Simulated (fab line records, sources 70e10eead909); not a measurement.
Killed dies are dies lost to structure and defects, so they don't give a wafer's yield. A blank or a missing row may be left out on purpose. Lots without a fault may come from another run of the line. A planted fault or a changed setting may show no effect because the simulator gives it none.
fab line records | flow nand_harc
record lots=14 wafers=42 last_day=33
route steps=1302 shown A_DECK1_JOINT@543 A_ONON_D2@549 END@1302
lots that met no fault: from a run of the same line without faults
start_h: hours from the record's first day to the start of the lot's first wafer shown | wait_h: hours since the lot's step before | " the same as in the row above | L1.1+2: a row that stands for several wafers | - no value, or no start given | * or withheld: withheld | < > ~ a bound
route shown NAME@n: a module of which the file shows steps, and the number in the route of the first | usual: mean/standard deviation of fault-free wafers | same: alike in all rows | chamber/n: place in a boat | sites: the reading at each site | _std_site: their standard deviation | _edge_site: outer sites' mean less inner sites' | radius_mm: how far each site lies from the wafer's centre | mask NAME#n: copy n | behind: the tool/chamber that last shaped the wafer | hold: why the lot was held/for how many hours/how that ended | device: the transistor (n, p or np) that didn't switch | end of line: the same wafers' tests at the end of the route | a step without rows: its recipe alone | killed: dies lost to structure and defects at the first sort, not the wafer's yield | map: a wafer's dies, x killed, . not, _ none there
set.NAME: the setting as run; set.NAME@STEP: as run at that earlier step | model.NAME: the simulator's own value behind a step, which no gauge read
steps of the route over a sample of lots; a table a step, a row a wafer
services: from which hour (start_h, from the record's first day; less than 0 if before it) a tool's chamber was out of use, for how many hours, and why
## steps
# step NHARC_A_DECK1_JOINT_THK_MEAS_17
# recipe thk_meas_gauge=ellipsometry
# usual thk_nm=44.9/1.3
# columns lot.wafer tool chamber start_h wait_h thk_nm
L107.1 film_metro-01 - 268.84 0.2 45.1
L107.2 " - " " 44.6
L107.5 " - " " 46.5
L108.1 film_metro-02 - 283.34 0.3 44.9
L108.2 " - " " 45.1
L108.5 " - " " 45.3
L110.1 film_metro-01 - 307.44 0.3 46.7
L110.2 " - " " 44.7
L110.5 " - " " 45.6
L111.4 film_metro-02 - 312.00 0.1 45.7
L111.5 " - " " 43.9
L111.6 " - " " 43.4
L113.2 film_metro-01 - 345.48 0.3 43.8
L113.4 " - " " 47.6
L113.5 " - " " 44.6
L114.2 film_metro-02 - 346.11 0.2 44.4
L114.4 " - " " 45.5
L114.5 " - " " 45.3
L117.1 film_metro-01 - 366.89 0.2 45.5
L117.2 " - " " 44.7
L117.3 " - " " 44.6
L118.1 film_metro-01 - 380.00 0.2 46.0
L118.3 " - " " 43.8
L118.6 " - " " 44.8
L119.2 film_metro-01 - 385.70 0.2 43.3
L119.4 " - " " 43.7
L119.6 " - " " 44.1
L120.1 film_metro-01 - 403.10 0.3 43.1
L120.2 " - " " 45.6
L120.6 " - " " 44.7
L123.1 film_metro-01 - 429.37 0.2 46.7
L123.2 " - " " 47.0
L123.3 " - " " 46.2
L121.3 film_metro-02 - 429.64 0.2 44.7
L121.5 " - " " 45.7
L121.6 " - " " 45.5
L129.4 film_metro-01 - 495.17 0.2 44.7
L129.5 " - " " 45.5
L129.6 " - " " 45.8
L130.1 film_metro-02 - 502.14 0.3 45.7
L130.3 " - " " 42.5
L130.4 " - " " 43.2
# step NHARC_A_ONON_D2_DEP_06
# recipe target_thk_a=10000 n2_flow_sccm=2750 n2o_flow_sccm=2000 nh3_flow_sccm=500 sih4_flow_sccm=210 temp_c=400
# usual nh3_flow_sccm=499.9/1.5 susceptor_temp_C=400.05/0.21
# columns lot.wafer tool chamber start_h wait_h nh3_flow_sccm susceptor_temp_C
L107.1 pecvd_onon-02 0 270.07 0.1 500.3 399.58
L107.2 " 0 " " 502.3 399.83
L107.5 " 0 " " 499.5 399.37
L108.1 pecvd_onon-02 0 284.56 0.1 496.2 400.13
L108.2 " 0 " " 499.3 400.17
L108.5 " 0 " " 498.4 400.28
L110.1 pecvd_onon-03 0 308.67 0.1 499.2 400.13
L110.2 " 0 " " 500.1 399.88
L110.5 " 0 " " 500.6 400.03
L111.4 pecvd_onon-03 0 313.42 0.2 499.2 400.15
L111.5 " 0 " " 497.2 399.81
L111.6 " 0 " " 499.8 400.27
L113.2 pecvd_onon-04 0 346.78 0.1 501.2 400.30
L113.4 " 0 " " 500.7 400.30
L113.5 " 0 " " 500.0 400.26
L114.2 pecvd_onon-02 0 347.40 0.1 500.6 399.96
L114.4 " 0 " " 500.0 400.37
L114.5 " 0 " " 501.5 400.21
L117.1 pecvd_onon-04 0 368.43 0.1 499.6 400.37
L117.2 " 0 " " 497.3 399.83
L117.3 " 0 " " 500.3 400.06
L118.1 pecvd_onon-04 0 381.23 0.1 501.0 400.03
L118.3 " 0 " " 501.6 399.80
L118.6 " 0 " " 499.6 399.89
L119.2 pecvd_onon-02 0 386.99 0.1 499.4 400.38
L119.4 " 0 " " 499.5 400.11
L119.6 " 0 " " 500.8 400.19
L120.1 pecvd_onon-04 0 404.33 0.1 499.1 399.95
L120.2 " 0 " " 500.1 400.05
L120.6 " 0 " " 499.0 400.34
L123.1 pecvd_onon-04 0 430.61 0.1 501.7 400.11
L123.2 " 0 " " 499.6 399.91
L123.3 " 0 " " 500.2 399.88
L121.3 pecvd_onon-02 0 431.07 0.2 499.7 399.69
L121.5 " 0 " " 500.4 400.16
L121.6 " 0 " " 502.4 399.94
L129.4 pecvd_onon-02 0 496.57 0.2 500.4 400.51
L129.5 " 0 " " 502.3 399.97
L129.6 " 0 " " 500.3 400.10
L130.1 pecvd_onon-02 0 503.38 0.1 496.8 400.09
L130.3 " 0 " " 499.5 399.96
L130.4 " 0 " " 498.8 400.03
# step NHARC_A_ONON_D2_THK_MEAS_08
# recipe thk_meas_gauge=ellipsometry
# usual thk_nm=1000/8.9
# columns lot.wafer tool chamber start_h wait_h thk_nm
L107.1 film_metro-02 - 270.58 - 992
L107.2 " - " " 990
L107.5 " - " " 990
L108.1 film_metro-01 - 285.08 - 1013
L108.2 " - " " 1012
L108.5 " - " " 1013
L110.1 film_metro-01 - 309.19 - 993
L110.2 " - " " 994
L110.5 " - " " 993
L111.4 film_metro-01 - 313.76 - 994
L111.5 " - " " 995
L111.6 " - " " 993
L113.2 film_metro-01 - 347.24 - 985
L113.4 " - " " 986
L113.5 " - " " 986
L114.2 film_metro-02 - 347.85 - 1015
L114.4 " - " " 1015
L114.5 " - " " 1014
L117.1 film_metro-02 - 368.94 - 1006
L117.2 " - " " 1006
L117.3 " - " " 1007
L118.1 film_metro-01 - 381.74 - 1017
L118.3 " - " " 1017
L118.6 " - " " 1015
L119.2 film_metro-01 - 387.44 - 1010
L119.4 " - " " 1007
L119.6 " - " " 1008
L120.1 film_metro-02 - 404.85 - 1012
L120.2 " - " " 1013
L120.6 " - " " 513
L123.1 film_metro-02 - 431.11 - 991
L123.2 " - " " 990
L123.3 " - " " 489
L121.3 film_metro-02 - 431.47 - 995
L121.5 " - " " 996
L121.6 " - " " 998
L129.4 film_metro-02 - 496.91 - 992
L129.5 " - " " 992
L129.6 " - " " 993
L130.1 film_metro-02 - 503.89 - 1000
L130.3 " - " " 997
L130.4 " - " " 999
# step NHARC_END_SORT_01
# recipe temp_c=25
# usual killed_at_array=55/17 killed_at_other=0.9/1.2 killed_at_periphery=3.7/2.5 killed_dies=59/18 killed_open=3.4/1.9 killed_short=2.6/1.6
# same gross_dies=677
# columns lot.wafer tool chamber start_h wait_h killed_at_array killed_at_other killed_at_periphery killed_dies killed_open killed_short
L120.1 prober-01 0 690.52 2.5 60 2 2 64 1 0
L120.2 prober-01 0 691.32 2.8 67 3 2 72 6 4
L120.6 prober-01 0 694.54 4.0 676 0 1 677 2 2
L123.1 prober-01 0 739.18 2.5 60 2 7 69 7 1
L123.2 prober-01 0 739.97 2.8 38 0 5 43 6 2
L123.3 prober-01 0 740.77 3.1 668 1 8 677 4 4
# killed by level:class
L120.1 A_CHANNEL_HOLE_D1:chamber_film_flake=33 A_CHANNEL_HOLE_D2:chamber_film_flake=18 A_ZERO_WELL:chamber_film_flake=3 A_STAIRCASE:chamber_film_flake=3 THIN_TSV:chamber_film_flake=2 A_WL_FILL:geometric_particle:open=1 P_ZERO_WELL:chamber_film_flake=1 P_M0:chamber_film_flake=1
L120.2 A_CHANNEL_HOLE_D1:chamber_film_flake=30 A_CHANNEL_HOLE_D2:chamber_film_flake=13 A_CONTACT:chamber_film_flake=5 A_BLC:geometric_particle:open=3 A_BLC:chamber_film_flake=3 A_STAIRCASE:chamber_film_flake=3 THIN_TSV:chamber_film_flake=3 A_SLIT:chamber_film_flake=2
L120.6 A_ONON_D2:area_dep=621 A_CHANNEL_HOLE_D1:chamber_film_flake=28 A_CHANNEL_HOLE_D2:chamber_film_flake=15 A_STAIRCASE:chamber_film_flake=4 P_M1:geometric_particle:open=1 A_SOURCE_PLATE:geometric_particle:open=1 A_CHANNEL_HOLE_D1:geometric_particle:short=1 A_DECK1_JOINT:geometric_particle:short=1
L123.1 A_SLIT:chamber_film_flake=33 A_CHANNEL_HOLE_D1:chamber_film_flake=8 A_CHANNEL_HOLE_D2:chamber_film_flake=5 P_CONTACT:geometric_particle:open=3 A_CONTACT:chamber_film_flake=3 P_M1:chamber_film_flake=2 A_DECK1_JOINT:chamber_film_flake=2 A_WL_FILL:chamber_film_flake=2
L123.2 A_SLIT:chamber_film_flake=16 A_CHANNEL_HOLE_D1:chamber_film_flake=5 P_GATE:chamber_film_flake=3 A_CONTACT:chamber_film_flake=3 A_CHANNEL_HOLE_D2:chamber_film_flake=2 A_WL_FILL:chamber_film_flake=2 A_ONON_D1:geometric_particle:short=1 A_CHANNEL_FILL_D1:geometric_particle:short=1
L123.3 A_ONON_D2:area_dep=618 A_SLIT:chamber_film_flake=26 A_CHANNEL_HOLE_D1:chamber_film_flake=8 A_CONTACT:chamber_film_flake=4 P_GATE:chamber_film_flake=3 A_CHANNEL_HOLE_D2:chamber_film_flake=3 P_M1:chamber_film_flake=2 A_STAIRCASE:chamber_film_flake=2
## services
# columns tool chamber start_h hours kind
pecvd_onon-04 - 311.41 13.0 pm
pecvd_onon-02 - 366.55 13.0 pm
pecvd_onon-03 - 408.04 13.0 pm
pecvd_onon-02 - 485.29 5.3 repair
pecvd_onon-04 - 492.41 13.0 pm
## key
first_sign step=NHARC_A_ONON_D2_THK_MEAS_08 reading=thk_nm direction=down sigmas=56 usual=1000 struck=501
effect step=NHARC_END_SORT_01 reading=killed_at_array direction=up sigmas=36 usual=55 struck=672
more_kills_born_at NHARC_A_ONON_D2_DEP_06@pecvd_onon-04=1239
met_at NHARC_A_ONON_D2_DEP_06
struck_lots L120,L123
struck_wafers L120.6,L123.3
later_rows_left_out L120.6,L123.3
tester_left_out L120,L123
not_acting_at NHARC_A_DECK1_JOINT_THK_MEAS_17
onset_between 381.23 404.33
fault kind=process_parameter_drift tool=pecvd_onon-04 chamber=- onset_h=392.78 steps=NHARC_A_ONON_D2_DEP_06 channel=target_thk_a offset=* shape=step end_h=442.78 scope=struck_wafers_only acts_in=* stated=*
# tester_left_out: of these lots the tester's yield and bins aren't shown, on N5 and GAA mostly nor the transistor test; their killed dies are dies lost to structure and defects alone, not to doping, threshold or leakage, so they don't give the yield
# later_rows_left_out: the simulator's readings of these wafers behind a module that went badly wrong aren't trusted and aren't shown, but for the sort
